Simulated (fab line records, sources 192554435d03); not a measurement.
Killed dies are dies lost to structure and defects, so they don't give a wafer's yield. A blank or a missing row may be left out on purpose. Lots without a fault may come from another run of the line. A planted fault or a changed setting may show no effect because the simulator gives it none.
fab line records | flow n5_finfet
record lots=7 wafers=39
route steps=1938 shown FIN_SAQP@100 SDB@361 MOL_CONTACT_COAG@559
start_h: hours from the record's first day to the start of the lot's first wafer shown | wait_h: hours since the lot's step before | " the same as in the row above | L1.1+2: a row that stands for several wafers | - no value, or no start given | * or withheld: withheld | < > ~ a bound
route shown NAME@n: a module of which the file shows steps, and the number in the route of the first | usual: mean/standard deviation of fault-free wafers | same: alike in all rows | chamber/n: place in a boat | sites: the reading at each site | _std_site: their standard deviation | _edge_site: outer sites' mean less inner sites' | radius_mm: how far each site lies from the wafer's centre | mask NAME#n: copy n | behind: the tool/chamber that last shaped the wafer | hold: why the lot was held/for how many hours/how that ended | device: the transistor (n, p or np) that didn't switch | end of line: the same wafers' tests at the end of the route | a step without rows: its recipe alone | killed: dies lost to structure and defects at the first sort, not the wafer's yield | map: a wafer's dies, x killed, . not, _ none there
set.NAME: the setting as run; set.NAME@STEP: as run at that earlier step | model.NAME: the simulator's own value behind a step, which no gauge read
lots whose settings were changed on purpose; a table a step, a row a wafer
## steps
# step N5_FIN_SAQP_PECVD_06
# recipe material=a-Si target_thk_a=600 temp_c=400 precursor=SiH4/He pressure_torr=3 rf_w=100 time_s=48.1
# columns lot.wafer tool chamber start_h wait_h set.time_s model.a-Si_of_FIN_SAQP_PECVD_06.thk_nm
L075.2 pecvd-04 0 26.57 0.0 48.1 60.29
L075.4 " 2 " " 48.1 60.55
L075.5 " 1 " " 48.1 61.12
L076.1 pecvd-04 2 33.33 0.0 48.1 58.89
L076.2 " 1 " " 48.1 59.24
L076.3 " 0 " " 48.1 60.33
L076.4 " 0 " " 48.1 60.83
L076.5 " 1 " " 48.1 61.08
L076.6 " 2 " " 48.1 60.28
L080.1 pecvd-03 0 56.97 0.0 30.32 38.01
L080.2 " 1 " " 48.1 59.81
L080.3 " 2 " " 30.32 38.9
L080.4 " 0 " " 48.1 61.41
L080.5 " 2 " " 30.32 39.46
L080.6 " 1 " " 48.1 60.14
L085.1 pecvd-03 2 88.27 0.0 48.1 61.21
L085.2 " 0 " " 48.1 60.49
L085.3 " 1 " " 48.1 60.02
L085.4 " 1 " " 48.1 61
L085.5 " 2 " " 48.1 61.5
L085.6 " 0 " " 48.1 61.24
L087.1 pecvd-02 1 100.39 0.0 23.7 29.5
L087.2 " 0 " " 23.7 30.33
L087.3 " 2 " " 48.1 59.34
L087.4 " 0 " " 48.1 62.03
L087.5 " 2 " " 23.7 29
L087.6 " 1 " " 48.1 61.37
L090.1 pecvd-04 1 116.93 0.0 48.1 60.22
L090.2 " 0 " " 48.1 59.84
L090.3 " 2 " " 48.1 58.84
L090.4 " 1 " " 48.1 60.85
L090.5 " 0 " " 48.1 61.34
L090.6 " 2 " " 48.1 60.03
L091.1 pecvd-04 1 123.21 0.0 39.18 49.21
L091.2 " 2 " " 39.18 48.49
L091.3 " 2 " " 39.18 48.69
L091.4 " 1 " " 48.1 62.05
L091.5 " 2 " " 48.1 59.68
L091.6 " 1 " " 48.1 61.37
# step N5_FIN_SAQP_THK_MEAS_07
# usual thk_nm=60.2/1
# columns lot.wafer tool chamber start_h wait_h set.time_s@FIN_SAQP_PECVD_06 thk_nm
L075.2 film_metro-01 - 26.66 0.1 48.1 60.3
L075.4 " - " " 48.1 60.6
L075.5 " - " " 48.1 61.1
L076.1 film_metro-01 - 33.42 0.1 48.1 58.8
L076.2 " - " " 48.1 59.2
L076.3 " - " " 48.1 60.4
L076.4 " - " " 48.1 60.8
L076.5 " - " " 48.1 61.1
L076.6 " - " " 48.1 60.3
L080.1 film_metro-02 - 57.06 0.1 30.32 38.0
L080.2 " - " " 48.1 59.8
L080.3 " - " " 30.32 38.9
L080.4 " - " " 48.1 61.5
L080.5 " - " " 30.32 39.5
L080.6 " - " " 48.1 60.2
L085.1 film_metro-02 - 88.36 0.1 48.1 61.2
L085.2 " - " " 48.1 60.5
L085.3 " - " " 48.1 60.0
L085.4 " - " " 48.1 60.9
L085.5 " - " " 48.1 61.5
L085.6 " - " " 48.1 61.2
L087.1 film_metro-02 - 100.48 0.1 23.7 29.5
L087.2 " - " " 23.7 30.3
L087.3 " - " " 48.1 59.4
L087.4 " - " " 48.1 62.0
L087.5 " - " " 23.7 29.0
L087.6 " - " " 48.1 61.4
L090.1 film_metro-02 - 117.02 0.1 48.1 60.2
L090.2 " - " " 48.1 59.8
L090.3 " - " " 48.1 58.8
L090.4 " - " " 48.1 60.8
L090.5 " - " " 48.1 61.4
L090.6 " - " " 48.1 60.0
L091.1 film_metro-01 - 123.32 0.1 39.18 49.3
L091.2 " - " " 39.18 48.6
L091.3 " - " " 39.18 48.6
L091.4 " - " " 48.1 62.1
L091.5 " - " " 48.1 59.7
L091.6 " - " " 48.1 61.3
# step N5_FIN_SAQP_HM_DEP_72
# recipe material=SiO2 target_thk_a=120 temp_c=400 precursor=SiH4/N2O pressure_torr=0.75 rf_w=275 time_s=7.2
# step N5_FIN_SAQP_COAT_49
# recipe resist=SOC temp_c=250 time_s=60 spin_rpm=1500 resist_thk_nm=100
# step N5_FIN_SAQP_HM_OPEN_73
# recipe chemistry=CHF3/O2 target=SiO2 stop_on=a-Si target_depth_a=120 over_etch_frac=1.8 mask_material=SOC time_s=16.8 pressure_mtorr=30 source_w=650 bias_w=170 Ar_flow_sccm=200 CHF3_flow_sccm=50 O2_flow_sccm=5 ion_energy_ev=200 ends=end_point
# step N5_FIN_SAQP_STRIP_74
# recipe chemistry=CHF3/O2 resist=SiARC rf_frequency_hz=6e+07
# step N5_FIN_SAQP_MANDREL_ETCH_22
# recipe target_depth_a=600 chemistry=HBr/Cl2 target=a-Si stop_on=SiNx bt_time_s=10 over_etch_frac=0.5 time_s=30 pressure_mtorr=10 icp_w=800 bias_w=75 HBr_flow_sccm=150 Cl2_flow_sccm=80 ends=end_point
# usual oes_product_au=0.769/0.011
# columns lot.wafer tool chamber start_h wait_h set.time_s@FIN_SAQP_PECVD_06 oes_product_au model.etch.depth_nm
L075.2 rie_si-05 0 27.52 0.0 48.1 0.774 60.25
L075.4 " 0 " " 48.1 0.771 60.55
L075.5 " 2 " " 48.1 0.775 61.11
L076.1 rie_si-05 3 34.31 0.0 48.1 0.772 58.7
L076.2 " 2 " " 48.1 0.764 59.24
L076.3 " 0 " " 48.1 0.772 60.27
L076.4 " 0 " " 48.1 0.774 60.83
L076.5 " 3 " " 48.1 0.771 60.88
L076.6 " 2 " " 48.1 0.769 60.22
L080.1 rie_si-05 0 58.10 0.0 30.32 0.594 38
L080.2 " 3 " " 48.1 0.767 59.81
L080.3 " 2 " " 30.32 0.608 38.85
L080.4 " 1 " " 48.1 0.770 61.41
L080.5 " 3 " " 30.32 0.618 39.46
L080.6 " 0 " " 48.1 0.767 60.14
L085.1 rie_si-05 3 89.36 0.0 48.1 0.784 61.21
L085.2 " 1 " " 48.1 0.760 60.3
L085.3 " 0 " " 48.1 0.765 60.02
L085.4 " 2 " " 48.1 0.770 60.8
L085.5 " 2 " " 48.1 0.778 61.5
L085.6 " 3 " " 48.1 0.779 61.24
L087.1 rie_si-05 3 101.35 0.0 23.7 0.538 29.31
L087.2 " 2 " " 23.7 0.534 30.33
L087.3 " 1 " " 48.1 0.762 59.34
L087.4 " 0 " " 48.1 0.784 62.03
L087.5 " 2 " " 23.7 0.528 28.81
L087.6 " 3 " " 48.1 0.784 61.37
L090.1 rie_si-04 1 118.10 0.0 48.1 0.757 60.22
L090.2 " 3 " " 48.1 0.759 59.84
L090.3 " 0 " " 48.1 0.762 58.65
L090.4 " 2 " " 48.1 0.778 60.85
L090.5 " 0 " " 48.1 0.785 61.14
L090.6 " 3 " " 48.1 0.757 60.03
L091.1 rie_si-04 0 124.19 0.0 39.18 0.700 49.21
L091.2 " 1 " " 39.18 0.672 48.49
L091.3 " 2 " " 39.18 0.684 48.67
L091.4 " 3 " " 48.1 0.777 62.05
L091.5 " 3 " " 48.1 0.763 59.68
L091.6 " 0 " " 48.1 0.785 61.37
# step N5_FIN_SAQP_SPACER2_ALD_28
# recipe material=SiO2 target_thk_a=81 temp_c=300 ald_precursor_family=BDEAS ald_co_reactant=O2-plasma pulse_time_s=1 purge_time_s=2 co_reactant_purge_time_s=2 pressure_torr=2
# columns lot.wafer tool chamber start_h wait_h set.target_thk_a model.SiO2_of_FIN_SAQP_SPACER2_ALD_28.thk_nm
L075.2+5 ald_sin-01 1 30.35 0.1 81 8.2
L075.4 " 2 " " 81 8
L076.1+4+6 ald_sin-01 2,2,0 37.23 0.1 121.4 12.2
L076.2+3+5 " 0,1,1 " " 81 8.2
L080.1 ald_sin-04 0 61.27 0.2 81 8
L080.2+5+6 " 3,2,1 " " 63.18 6.4
L080.3+4 " 1,2 " " 81 8.2
L085.1+2+4 ald_sin-03 0,1,0 93.65 0.8 53.8 5.4
L085.3+6 " 2,1 " " 81 8
L085.5 " 2 " " 81 8.2
L087.1+2+3 ald_sin-03 0,3,2 104.93 0.9 81 8
L087.4+5+6 " 1,0,3 " " 32.61 3.2
L090.1+2+4 ald_sin-04 2,3,1 122.12 0.1 48.64 4.8
L090.3+5+6 " 0,0,3 " " 81 8
L091.1+3 ald_sin-04 2,1 128.28 0.1 81 8
L091.2+5 " 3,2 " " 35.02 3.6
L091.4 " 0 " " 35.02 3.4
L091.6 " 3 " " 81 8.2
# step N5_FIN_SAQP_SPACER2_ETCHBACK_29
# recipe chemistry=CHF3/O2 mode=anisotropic_etchback target=SiO2 target_depth_a=122 time_s=6.1 pressure_mtorr=30 source_w=650 bias_w=170 Ar_flow_sccm=200 CHF3_flow_sccm=50 O2_flow_sccm=5 ion_energy_ev=200
# step N5_FIN_SAQP_MANDREL2_REMOVE_60
# recipe chemistry=HBr/Cl2/O2 bt_time_s=10 target=a-Si stop_on=SiNx endpoint=OES-SiCl over_etch_frac=1 icp_w=600 bias_w=22 HBr_flow_sccm=150 Cl2_flow_sccm=80 O2_flow_sccm=5 pressure_mtorr=10
# columns lot.wafer tool chamber start_h wait_h set.target_thk_a@FIN_SAQP_SPACER2_ALD_28 model.FIN_SAQP.cd_nm
L075.2+5 rie_si-06 1,3 30.80 0.1 81 8.2
L075.4 " 0 " " 81 8
L076.1 rie_si-06 3 37.73 0.1 121.4 12.2
L076.2+3 " 2,0 " " 81 8.2
L076.4 " 1 " " 121.4 12.4
L076.5 " 3 " " 81 8
L076.6 " 0 " " 121.4 12
L080.1 rie_si-04 1 61.68 0.1 81 7.8
L080.2 " 0 " " 63.18 6.6
L080.3 " 2 " " 81 8
L080.4 " 3 " " 81 8.2
L080.5+6 " 0,3 " " 63.18 6.4
L085.1+4 rie_si-06 0,1 94.07 0.1 53.8 5.4
L085.2 " 2 " " 53.8 5.2
L085.3 " 3 " " 81 7.8
L085.5 " 1 " " 81 8.2
L085.6 " 0 " " 81 8
L087.1+3 rie_si-05 0,1 105.34 0.1 81 8.2
L087.2 " 3 " " 81 8
L087.4+5 " 2,1 " " 32.61 3.2
L087.6 " 0 " " 32.61 3.4
L090.1 rie_si-04 2 122.53 0.1 48.64 4.8
L090.2+4 " 3,0 " " 48.64 5
L090.3+5 " 1,2 " " 81 8
L090.6 " 3 " " 81 8.4
L091.1+6 rie_si-05 3,1 128.69 0.1 81 8.2
L091.2+5 " 0 " " 35.02 3.6
L091.3 " 2 " " 81 8
L091.4 " 1 " " 35.02 3.4
# step N5_FIN_SAQP_CD_MEAS_31
# recipe target_cd_nm=8 landing_energy_ev=1000 detector=se_inlens polarity=line
# usual cd_nm=8.16/0.23
# columns lot.wafer tool chamber start_h wait_h set.target_thk_a@FIN_SAQP_SPACER2_ALD_28 cd_nm
L075.2 cd_sem-02 0 30.91 0.1 81 8.16
L075.4 " 0 " " 81 7.89
L075.5 " 0 " " 81 7.85
L076.1 cd_sem-03 0 37.84 0.1 121.4 12.20
L076.2 " 0 " " 81 8.14
L076.3 " 0 " " 81 7.75
L076.4 " 0 " " 121.4 12.46
L076.5 " 0 " " 81 8.16
L076.6 " 0 " " 121.4 11.94
L080.1 cd_sem-03 0 61.79 0.1 81 8.21
L080.2 " 0 " " 63.18 6.73
L080.3 " 0 " " 81 7.98
L080.4 " 0 " " 81 8.37
L080.5 " 0 " " 63.18 6.43
L080.6 " 0 " " 63.18 6.09
L085.1 cd_sem-01 0 94.18 0.1 53.8 5.57
L085.2 " 0 " " 53.8 5.20
L085.3 " 0 " " 81 7.87
L085.4 " 0 " " 53.8 5.65
L085.5 " 0 " " 81 7.98
L085.6 " 0 " " 81 7.91
L087.1 cd_sem-01 0 105.45 0.1 81 8.09
L087.2 " 0 " " 81 8.24
L087.3 " 0 " " 81 8.00
L087.4 " 0 " " 32.61 3.23
L087.5 " 0 " " 32.61 3.11
L087.6 " 0 " " 32.61 3.26
L090.1 cd_sem-01 0 122.65 0.1 48.64 4.76
L090.2 " 0 " " 48.64 5.09
L090.3 " 0 " " 81 8.38
L090.4 " 0 " " 48.64 4.99
L090.5 " 0 " " 81 7.96
L090.6 " 0 " " 81 8.24
L091.1 cd_sem-02 0 128.80 0.1 81 7.83
L091.2 " 0 " " 35.02 3.59
L091.3 " 0 " " 81 7.98
L091.4 " 0 " " 35.02 3.51
L091.5 " 0 " " 35.02 3.66
L091.6 " 0 " " 81 8.06
# step N5_FIN_SAQP_HM_OPEN_33
# recipe chemistry=CH3F/O2 target=SiNx mask_material=SiO2 target_depth_a=494 time_s=70.6 pressure_mtorr=30 source_w=395 bias_w=73 Ar_flow_sccm=150 CH3F_flow_sccm=30 O2_flow_sccm=20 ion_energy_ev=120 ends=cleared
# step N5_FIN_SAQP_ETCH_34
# recipe chemistry=C4F6/O2 target=SiO2 target_depth_a=450 time_s=15 ion_energy_ev=250 pressure_mtorr=30 source_w=345 bias_w=185 Ar_flow_sccm=300 C4F6_flow_sccm=10 O2_flow_sccm=10 ends=cleared
# columns lot.wafer tool chamber start_h wait_h set.target_thk_a@FIN_SAQP_SPACER2_ALD_28 model.FIN_SAQP.cd_nm
L075.2 rie_diel-03 1 31.03 0.0 81 8.2
L075.4+5 " 2,3 " " 81 8
L076.1+6 rie_diel-06 0,3 37.96 0.0 121.4 12
L076.2+5 " 3,0 " " 81 8
L076.3 " 2 " " 81 8.2
L076.4 " 1 " " 121.4 12.2
L080.1 rie_diel-04 0 61.91 0.0 81 7.8
L080.2+6 " 2,3 " " 63.18 6.6
L080.3+4 " 3,1 " " 81 8.2
L080.5 " 0 " " 63.18 6.4
L085.1 rie_diel-06 3 94.30 0.0 53.8 5.2
L085.2+4 " 1,3 " " 53.8 5.4
L085.3 " 2 " " 81 8
L085.5+6 " 2,1 " " 81 8.2
L087.1+2+3 rie_diel-04 1,3,2 105.57 0.0 81 8.2
L087.4+5 " 0,3 " " 32.61 3.2
L087.6 " 0 " " 32.61 3.4
L090.1 rie_diel-03 0 122.76 0.0 48.64 5
L090.2+4 " 1 " " 48.64 5.2
L090.3 " 3 " " 81 8
L090.5 " 0 " " 81 8.2
L090.6 " 3 " " 81 8.4
L091.1+6 rie_diel-04 3 128.92 0.0 81 8.2
L091.2 " 2 " " 35.02 3.8
L091.3 " 1 " " 81 8
L091.4 " 0 " " 35.02 3.4
L091.5 " 0 " " 35.02 3.6
# step N5_FIN_SAQP_STRIP_77
# recipe chemistry=N2/H2 time_s=90 power_w=100 temp_c=40 pressure_mtorr=100 rf_frequency_hz=6e+07 bias_power_w=3 n2_flow_sccm=300 h2_flow_sccm=300
# step N5_FIN_SAQP_HM_CD_35
# recipe target_cd_nm=8 polarity=line
# usual cd_nm=8.18/0.21
# columns lot.wafer tool chamber start_h wait_h set.target_thk_a@FIN_SAQP_SPACER2_ALD_28 cd_nm
L075.2 cd_sem-03 - 31.18 0.1 81 8.04
L075.4 " - " " 81 7.78
L075.5 " - " " 81 8.12
L076.1 cd_sem-03 - 38.10 0.1 121.4 12.01
L076.2 " - " " 81 8.10
L076.3 " - " " 81 8.41
L076.4 " - " " 121.4 12.05
L076.5 " - " " 81 7.95
L076.6 " - " " 121.4 11.83
L080.1 cd_sem-03 - 62.06 0.1 81 7.93
L080.2 " - " " 63.18 6.57
L080.3 " - " " 81 8.49
L080.4 " - " " 81 7.97
L080.5 " - " " 63.18 6.38
L080.6 " - " " 63.18 6.77
L085.1 cd_sem-02 - 94.44 0.1 53.8 5.34
L085.2 " - " " 53.8 5.54
L085.3 " - " " 81 8.15
L085.4 " - " " 53.8 5.36
L085.5 " - " " 81 8.08
L085.6 " - " " 81 8.06
L087.1 cd_sem-02 - 105.72 0.1 81 8.57
L087.2 " - " " 81 8.21
L087.3 " - " " 81 8.39
L087.4 " - " " 32.61 3.38
L087.5 " - " " 32.61 3.49
L087.6 " - " " 32.61 3.52
L090.1 cd_sem-02 - 122.91 0.1 48.64 4.88
L090.2 " - " " 48.64 5.37
L090.3 " - " " 81 8.27
L090.4 " - " " 48.64 4.86
L090.5 " - " " 81 8.31
L090.6 " - " " 81 7.96
L091.1 cd_sem-01 - 129.06 0.1 81 8.34
L091.2 " - " " 35.02 3.95
L091.3 " - " " 81 7.88
L091.4 " - " " 35.02 3.45
L091.5 " - " " 35.02 3.60
L091.6 " - " " 81 8.40
# step N5_FIN_SAQP_ETCH_64
# recipe chemistry=CF4 target=SiO2 target_depth_a=15 ion_energy_ev=350 pressure_mtorr=10 icp_w=800 bias_w=400 cf4_flow_sccm=80
# step N5_FIN_SAQP_FIN_ETCH_36
# recipe chemistry=HBr/Cl2/O2 target_depth_a=1200 mask_material=SiNx time_s=50.4 bias_w=102 pressure_mtorr=10 icp_w=800 HBr_flow_sccm=150 Cl2_flow_sccm=80 O2_flow_sccm=12
# step N5_FIN_SAQP_CD_MEAS_37
# recipe target_cd_nm=8 polarity=line
# usual cd_nm=8.13/0.26
# columns lot.wafer tool chamber start_h wait_h set.target_thk_a@FIN_SAQP_SPACER2_ALD_28 cd_nm
L075.2 cd_sem-01 - 31.37 0.1 81 8.12
L075.4 " - " " 81 8.38
L075.5 " - " " 81 8.06
L076.1 cd_sem-03 - 38.30 0.1 121.4 12.01
L076.2 " - " " 81 8.38
L076.3 " - " " 81 8.19
L076.4 " - " " 121.4 12.39
L076.5 " - " " 81 7.94
L076.6 " - " " 121.4 12.25
L080.1 cd_sem-03 - 62.24 0.1 81 7.67
L080.2 " - " " 63.18 6.75
L080.3 " - " " 81 8.06
L080.4 " - " " 81 8.25
L080.5 " - " " 63.18 6.15
L080.6 " - " " 63.18 6.92
L085.1 cd_sem-01 - 94.63 0.1 53.8 5.18
L085.2 " - " " 53.8 5.29
L085.3 " - " " 81 8.16
L085.4 " - " " 53.8 5.53
L085.5 " - " " 81 8.07
L085.6 " - " " 81 7.87
L087.1 cd_sem-02 - 105.91 0.1 81 8.07
L087.2 " - " " 81 7.84
L087.3 " - " " 81 8.26
L087.4 " - " " 32.61 3.36
L087.5 " - " " 32.61 3.52
L087.6 " - " " 32.61 3.41
L090.1 cd_sem-02 - 123.10 0.1 48.64 4.82
L090.2 " - " " 48.64 4.95
L090.3 " - " " 81 8.23
L090.4 " - " " 48.64 5.35
L090.5 " - " " 81 8.15
L090.6 " - " " 81 8.41
L091.1 cd_sem-01 - 129.25 0.1 81 8.18
L091.2 " - " " 35.02 3.82
L091.3 " - " " 81 8.39
L091.4 " - " " 35.02 3.14
L091.5 " - " " 35.02 3.37
L091.6 " - " " 81 8.39
# step N5_SDB_ETCH_18
# recipe chemistry=N2/H2 target=SOC target_depth_a=1000 overetch_a=200 mask_material=SiARC temp_c=40 time_s=150 ion_energy_ev=200 pressure_mtorr=30 source_w=840 bias_w=150 n2_flow_sccm=200 h2_flow_sccm=200
# columns lot.wafer tool chamber start_h wait_h set.time_s model.etch.depth_nm model.SiARC_of_SDB_COAT_04.thk_nm
L075.2 rie_diel-04 0 70.14 0.0 150 99.92 13.2
L075.4 " 2 " " 150 100.1 12.8
L075.5 " 2 " " 150 100 12.8
L076.1 rie_diel-04 1 77.17 0.0 150 99.9 12.6
L076.2+3 " 3,2 " " 150 100.1 12.6
L076.4 " 0 " " 150 99.97 13
L076.5 " 3 " " 150 100 12.6
L076.6 " 2 " " 150 100.2 12.6
L080.1 rie_diel-03 1 100.18 0.0 118.2 89.85 14
L080.2 " 2 " " 118.2 94 13.8
L080.3 " 0 " " 118.2 92.72 13.8
L080.4 " 3 " " 150 100.2 12.8
L080.5 " 1 " " 150 100.4 13
L080.6 " 2 " " 150 100.3 12.8
L085.1 rie_diel-04 0 135.31 0.0 222.3 100.1 10.8
L085.2 " 3 " " 150 99.88 12.8
L085.3 " 1 " " 222.3 99.92 10.2
L085.4 " 2 " " 222.3 99.86 10.2
L085.5 " 1 " " 150 99.91 12.8
L085.6 " 0 " " 150 99.92 13.2
L087.1 rie_diel-03 1 146.46 0.0 150 99.97 13
L087.2 " 3 " " 197.1 99.7 11.2
L087.3 " 0 " " 150 99.91 12.6
L087.4 " 1 " " 197.1 99.76 11.4
L087.5 " 0 " " 150 99.72 12.6
L087.6 " 3 " " 197.1 99.76 11.2
L090.1 rie_diel-03 0 162.01 0.0 150 100.4 12.8
L090.2 " 3 " " 150 100.3 13
L090.3 " 1 " " 66.85 50.7 15.8
L090.4 " 2 " " 66.85 52.86 15.8
L090.5 " 0 " " 66.85 52.52 15.8
L090.6 " 1 " " 150 100.3 13.2
L091.1 rie_diel-03 3 167.77 0.0 150 99.81 12.8
L091.2 " 1 " " 150 100.1 13
L091.3 " 0 " " 150 100.2 12.6
L091.4 " 2 " " 150 100.1 12.6
L091.5 " 0 " " 150 100.6 12.6
L091.6 " 3 " " 150 100.1 12.8
# step N5_MOL_CONTACT_COAG_ALD_27
# recipe material=SiOC target_thk_a=170 temp_c=400 ald_precursor_family=carbosiloxane ald_co_reactant=H2-plasma pulse_time_s=1.5 time_s=2720 purge_time_s=2 co_reactant_purge_time_s=2 ald_cycles=340 pressure_torr=2
# columns lot.wafer tool chamber start_h wait_h set.ald_cycles model.SiOC_of_MOL_CONTACT_COAG_ALD_27.thk_nm
L075.2+4+5 ald_sin-01 0,2,0 98.08 0.8 340 17
L076.1+3+4 ald_sin-04 1,2,3 103.43 0.0 340 17
L076.2+5+6 " 0,0,3 " " 480 24
L080.1+6 ald_sin-01 2,0 127.75 0.0 474 23.6
L080.2+5 " 0,1 " " 340 17
L080.3 " 1 " " 340 16.8
L080.4 " 3 " " 474 23.8
L085.1+3+4+5+6 ald_sin-01 1,2,0,0,1 165.94 0.5 340 17
L085.2 " 3 " " 340 17.2
L087.1+3+4 ald_sin-03 2,0,2 176.26 0.0 463 23.2
L087.2+5+6 " 3,0,3 " " 340 17
L090.1+3+4+5 ald_sin-03 3,0,1,3 192.63 0.0 340 17
L090.2+6 " 2 " " 340 17.2
L091.1+3+5 ald_sin-03 1,3,2 196.35 0.2 340 17
L091.2+6 " 2,3 " " 478 24
L091.4 " 0 " " 478 23.8
## key
split step=N5_FIN_SAQP_PECVD_06 setting=time_s stated=48.1 by=wafer
response step=N5_FIN_SAQP_PECVD_06 reading=model.a-Si_of_FIN_SAQP_PECVD_06.thk_nm change=+0.611 per=1% r=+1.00
response step=N5_FIN_SAQP_THK_MEAS_07 reading=thk_nm change=* per=1% r=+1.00
response step=N5_FIN_SAQP_MANDREL_ETCH_22 reading=oes_product_au change=+0.00466 per=1% r=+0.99
response step=N5_FIN_SAQP_MANDREL_ETCH_22 reading=model.etch.depth_nm change=+0.612 per=1% r=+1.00
split step=N5_FIN_SAQP_SPACER2_ALD_28 setting=target_thk_a stated=81 by=wafer
response step=N5_FIN_SAQP_SPACER2_ALD_28 reading=model.SiO2_of_FIN_SAQP_SPACER2_ALD_28.thk_nm change=+0.08 per=1% r=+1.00
response step=N5_FIN_SAQP_MANDREL2_REMOVE_60 reading=model.FIN_SAQP.cd_nm change=+0.0806 per=1% r=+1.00
response step=N5_FIN_SAQP_CD_MEAS_31 reading=cd_nm change=+0.0802 per=1% r=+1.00
response step=N5_FIN_SAQP_ETCH_34 reading=model.FIN_SAQP.cd_nm change=+0.0802 per=1% r=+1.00
response step=N5_FIN_SAQP_HM_CD_35 reading=cd_nm change=+0.0795 per=1% r=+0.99
response step=N5_FIN_SAQP_CD_MEAS_37 reading=cd_nm change=+0.0805 per=1% r=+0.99
split step=N5_SDB_ETCH_18 setting=time_s stated=150 by=wafer
response step=N5_SDB_ETCH_18 reading=model.etch.depth_nm shape=bent at_lowest=52.03 at_stated=100.1 at_highest=99.95
response step=N5_SDB_ETCH_18 reading=model.SiARC_of_SDB_COAT_04.thk_nm change=-0.0504 per=1% r=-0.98
split step=N5_MOL_CONTACT_COAG_ALD_27 setting=ald_cycles stated=340 by=wafer
response step=N5_MOL_CONTACT_COAG_ALD_27 reading=model.SiOC_of_MOL_CONTACT_COAG_ALD_27.thk_nm change=+0.171 per=1% r=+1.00
